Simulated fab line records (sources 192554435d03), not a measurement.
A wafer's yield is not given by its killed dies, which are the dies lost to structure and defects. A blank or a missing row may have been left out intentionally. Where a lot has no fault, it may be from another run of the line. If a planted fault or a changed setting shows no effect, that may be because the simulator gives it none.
Code-filled problem report in 8D (eight disciplines) form    flow n5_finfet    the parts of the form that need people (team, actions taken, sign-off) are left out

== 1. WHAT IS WRONG ==
Mean of etch_rf_on_time_s at N5_FIN_CUT_ETCH_20: 26.2 s across 2 wafers in 2 lots; on wafers with no fault it is 43.2 s (standard deviation 0.67). Relative to the usual mean, that is a shift of -25 standard deviations.
The step: etches SiARC in CF4, target depth 26 nm, time 43.3 s.
Seen first at day 6 04:49 on rie_diel-05, wafer L772.5. The record holds 26 wafers of 9 lots with a number at this step. The rule behind "out" and "out of limits": a value lying over 4 standard deviations away from the usual mean. The rest of the wafers with a number are treated as sound.

== 2. WHAT IT IS, WHAT IT ISN'T ==
question                     is                 is not
which readings at this step  etch_rf_on_time_s  drypump_motor_current_A, showerhead_plenum_p_Torr, throttle_valve_pct
which lots                   L772, L775         L757, L758, L761, L763, L764, L766, L778
which wafers of those lots   L772.5, L775.4     L772.1, L772.3, L775.1
read on which tools          rie_diel-05        rie_diel-02, rie_diel-03
when                         from day 6 04:49   up to then (20 sound wafers); but 4 sound wafers of L775, L778 came after

== 3. THE SUSPECTS, EACH WITH WHAT RULES IT OUT ==
Counting: a tool at a process step up to the reading stays a suspect if it ran every lot that is out. Sound lots after the first of them don't rule it out here, since some wafers of a struck lot are sound.
- rie_diel-05 at N5_FIN_CUT_ETCH_20 (etches SiARC in CF4, target depth 26 nm, time 43.3 s): kept. Every lot that is out went through it, the first being L772 (day 6 04:49); the last sound lot it ran before that was L766 (day 4 16:30). On those wafers its own readings are out: etch_rf_on_time_s.
- rie_diel-05, N5_FIN_CUT_ETCH_20: wafers that are out in chamber 2, sound lot-mates in chambers 1, 3.
After counting, what remains is rie_diel-05 at N5_FIN_CUT_ETCH_20.

== 4. THE CAUSE (what the simulator had put in) ==
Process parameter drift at N5_FIN_CUT_ETCH_20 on rie_diel-05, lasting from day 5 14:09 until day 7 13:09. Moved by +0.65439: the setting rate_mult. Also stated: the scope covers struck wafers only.
The count eliminated every tool but this one.

== 5. THE CHAIN OF EFFECTS, in route order ==
Each row: a reading where the mean over the struck wafers with a number is more than 3 standard deviations away from the usual. Readings are gone through only where the record gives a usual standard deviation; hours: the median, over the lots, of the time from a lot's start at the first step in this table giving one to that lot's start at this step; sigmas: the change measured in usual standard deviations.
hours  step                reading            usual      on struck wafers  change  sigmas
0      N5_FIN_CUT_ETCH_20  etch_rf_on_time_s  43.2 s     26.2              -17.0   -25
0      N5_FIN_CUT_ETCH_20  oes_product_au     0.65 a.u.  0.82              +0.17   +3.0
Here are the process steps it includes:
- N5_FIN_CUT_ETCH_20: etches SiARC in CF4, target depth 26 nm, time 43.3 s.
Later steps that measure or inspect, where all struck wafers having a row at the step show a number for every such reading and not one has moved that far: N5_BEOL_M4_RC_MEAS_101.

== 6. HOW IT WOULD HAVE BEEN CAUGHT EARLIER ==
First out-of-limits reading in this record: day 6 04:49, which is 15 hours after fault onset at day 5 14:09.
